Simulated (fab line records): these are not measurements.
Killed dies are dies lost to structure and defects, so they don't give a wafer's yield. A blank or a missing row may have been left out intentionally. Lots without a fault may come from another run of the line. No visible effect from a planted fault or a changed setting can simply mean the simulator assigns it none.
Which of the tools did it? :: flow nand-harc :: Sampling: 12 lots, 36 wafers, 2 of 1302 route steps

== WHAT EACH GAUGE READ, for each wafer ==
NHARC_A_M1_CD_MEAS_16.
lot: L076
measured: day 23 01:13
on: cd-sem-02
cd-nm (nm): 119.4 118.4 119.4

lot: L077
measured: day 24 00:07
on: cd-sem-01
cd-nm (nm): 120.7 120.5 120.2

lot: L079
measured: day 24 07:09
on: cd-sem-02
cd-nm (nm): 119.5 121.3 120.9

lot: L080
measured: day 26 10:48
on: cd-sem-02
cd-nm (nm): 120.6 121.6 121.3

lot: L082
measured: day 26 19:26
on: cd-sem-01
cd-nm (nm): 121.0 120.6 120.0

lot: L085
measured: day 27 13:20
on: cd-sem-02
cd-nm (nm): 119.9 120.5 121.2

lot: L087
measured: day 28 04:05
on: cd-sem-02
cd-nm (nm): 120.9 121.7 122.3

lot: L089
measured: day 29 00:43
on: cd-sem-03
cd-nm (nm): 119.8 120.2 119.7

lot: L090
measured: day 29 20:52
on: cd-sem-02
cd-nm (nm): 119.0 120.7 119.7

lot: L093
measured: day 30 21:08
on: cd-sem-01
cd-nm (nm): 119.3 119.7 119.4

lot: L096
measured: day 32 06:11
on: cd-sem-01
cd-nm (nm): 120.6 120.4 121.1

lot: L095
measured: day 32 09:11
on: cd-sem-01
cd-nm (nm): 119.4 120.4 119.8

== WHAT TOOL EACH LOT RAN ON (gives the tool, then ch and the chambers of the sampled wafers, and finally the start) ==
lot: L076
NHARC_A_M0_PVD_21: pvd-sputter-03, day 23 01:13 or earlier

lot: L077
NHARC_A_M0_PVD_21: pvd-sputter-01, day 24 00:07 or earlier

lot: L079
NHARC_A_M0_PVD_21: pvd-sputter-01, day 24 07:09 or earlier

lot: L080
NHARC_A_M0_PVD_21: pvd-sputter-01, day 26 10:48 or earlier

lot: L082
NHARC_A_M0_PVD_21: pvd-sputter-03, day 26 19:26 or earlier

lot: L085
NHARC_A_M0_PVD_21: pvd-sputter-02, day 27 13:20 or earlier

lot: L087
NHARC_A_M0_PVD_21: pvd-sputter-03, day 28 04:05 or earlier

lot: L089
NHARC_A_M0_PVD_21: pvd-sputter-03, day 29 00:43 or earlier

lot: L090
NHARC_A_M0_PVD_21: pvd-sputter-02, day 29 20:52 or earlier

lot: L093
NHARC_A_M0_PVD_21: pvd-sputter-02, day 30 21:08 or earlier

lot: L096
NHARC_A_M0_PVD_21: pvd-sputter-01, day 32 06:11 or earlier

lot: L095
NHARC_A_M0_PVD_21: pvd-sputter-03, day 32 09:11 or earlier
- NHARC_A_M0_PVD_21: deposits Cu, target thk 30 nm, time 20.49 s.

== THE ANSWER, worked out from the rows above alone ==
Rule: what is usual is taken from the lots themselves. Put in order of their means at a reading, lots are off if they are a third of the lots or fewer, leave a main group of 4 or more, and stand apart from it by a gap of 3 or more times the standard deviation of the main group's means; of several such gaps the widest counts. If all means in a main group match to the digits the tables above print for the reading, that group is not used. Also off: a lot with no number at a reading for which 4 or more lots have one. Where the step has rows for the other lots, those lots are counted as sound.
No lot is off at any reading shown: from this, nothing can be told.

== WHAT THE SIMULATOR HAD INSERTED ==
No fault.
